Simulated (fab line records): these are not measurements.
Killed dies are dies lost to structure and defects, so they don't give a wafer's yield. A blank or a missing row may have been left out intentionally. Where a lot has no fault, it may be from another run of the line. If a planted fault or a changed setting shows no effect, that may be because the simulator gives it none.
One fault through the eyes of 3 desks | flow nandHarc | what lay behind the numbers comes last; until then each desk has only its own

## THE DEFECT DESK
Per lot, the means of the sampled wafers with a number show what the inspections along the route counted. The brackets show how far a lot's mean lies from the usual mean; more than 4 standard deviations puts the lot out of limits, marked OUT.
Columns: A = rawDefectCount at NHARC_P_GATE_INSPECT_28, usual 6
lot  | first seen here | A
L318 | day 4 17:23     | 7
L317 | day 4 17:32     | 5
L329 | day 7 21:35     | 6
L331 | day 8 10:23     | 8
L332 | day 8 17:08     | 5
L335 | day 9 05:37     | 5
L340 | day 10 11:47    | 5
This desk found nothing out of limits on any of the 7 lots.

## AT THE METROLOGY DESK
Means of the sampled wafers that have a number, per lot and without regard to the tool the lot ran on: this is what the gauges read. The brackets show how far a lot's mean lies from the usual mean; more than 4 standard deviations puts the lot out of limits, marked OUT.
Columns: A = cdNm at NHARC_P_GATE_CD_MEAS_26, usual 120.2 nm; B = overlayXNm at NHARC_P_GATE_OVL_MEAS_27, usual 0.1 nm; C = overlayYNm at NHARC_P_GATE_OVL_MEAS_27, usual -0.1 nm
lot  | first seen here | A     | B    | C
L318 | day 4 17:16     | 120.3 | -0.8 | -1.3
L317 | day 4 17:25     | 120.2 | 0.3  | 0.8
L329 | day 7 21:27     | 120.4 | 0.6  | -0.3
L331 | day 8 10:16     | 120.0 | 1.0  | 0.6
L332 | day 8 17:01     | 120.2 | 0.1  | 0.1
L335 | day 9 05:29     | 120.3 | -0.1 | 1.7
L340 | day 10 11:38    | 119.5 | 0.0  | -0.6
This desk found nothing out of limits on any of the 7 lots.

## TOOL OWNER'S DESK, rieDiel-11
The tool's own readings at NHARC_P_GATE_ETCH_104 (etches the open film in CF4/CHF3, target depth 60 nm): means of the sampled wafers that have a number, for each lot that ran on this tool. The brackets show how far a lot's mean lies from the usual mean; more than 4 standard deviations puts the lot out of limits, marked OUT.
Columns: A = drypumpMotorCurrentA at NHARC_P_GATE_ETCH_104, usual 5.6 A; B = oesProductAu at NHARC_P_GATE_ETCH_104, usual 0.949 a.u.; C = rfVppV at NHARC_P_GATE_ETCH_104, usual 371.6 V; D = showerheadPlenumPTorr at NHARC_P_GATE_ETCH_104, usual 1.60 Torr; E = throttleValvePct at NHARC_P_GATE_ETCH_104, usual 16.801 %
lot  | first seen here | A   | B                | C     | D    | E
L318 | day 4 17:32     | 5.6 | 0.927            | 373.5 | 1.64 | 16.803
L329 | day 7 21:49     | 5.6 | 0.811 (-6.9) OUT | 372.5 | 1.64 | 16.802
L331 | day 8 10:32     | 5.7 | 0.784 (-8.3) OUT | 372.4 | 1.65 | 16.804
L332 | day 8 17:17     | 5.4 | 0.858 (-4.5) OUT | 369.9 | 1.59 | 16.800
This desk's verdict: out of limits on L329, L331, L332, starting with L329 at day 7 21:49 (oesProductAu at NHARC_P_GATE_ETCH_104). L318 stayed within limits.

## BROUGHT TOGETHER
The tool owner's desk had the chance to raise an alarm at day 7 21:49 on L329, L331, L332.
Nothing out of limits was seen by the defect desk.
Metrology desk: nothing out of limits seen.
The defect desk has L329, L331, L332 on record, within its limits.
The metrology desk holds a record of L329, L331, L332, inside its limits.
NHARC_P_GATE_ETCH_104 was run on rieDiel-11 by each of the lots named.

## WHAT WAS PUT IN BY THE SIMULATOR
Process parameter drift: rieDiel-11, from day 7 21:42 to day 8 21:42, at NHARC_P_GATE_ETCH_104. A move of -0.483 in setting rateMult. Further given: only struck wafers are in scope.
Struck lots among those shown: L329, L331, L332.
Hours from the fault's start to each desk's first reading out of limits: the tool owner's desk, 0.
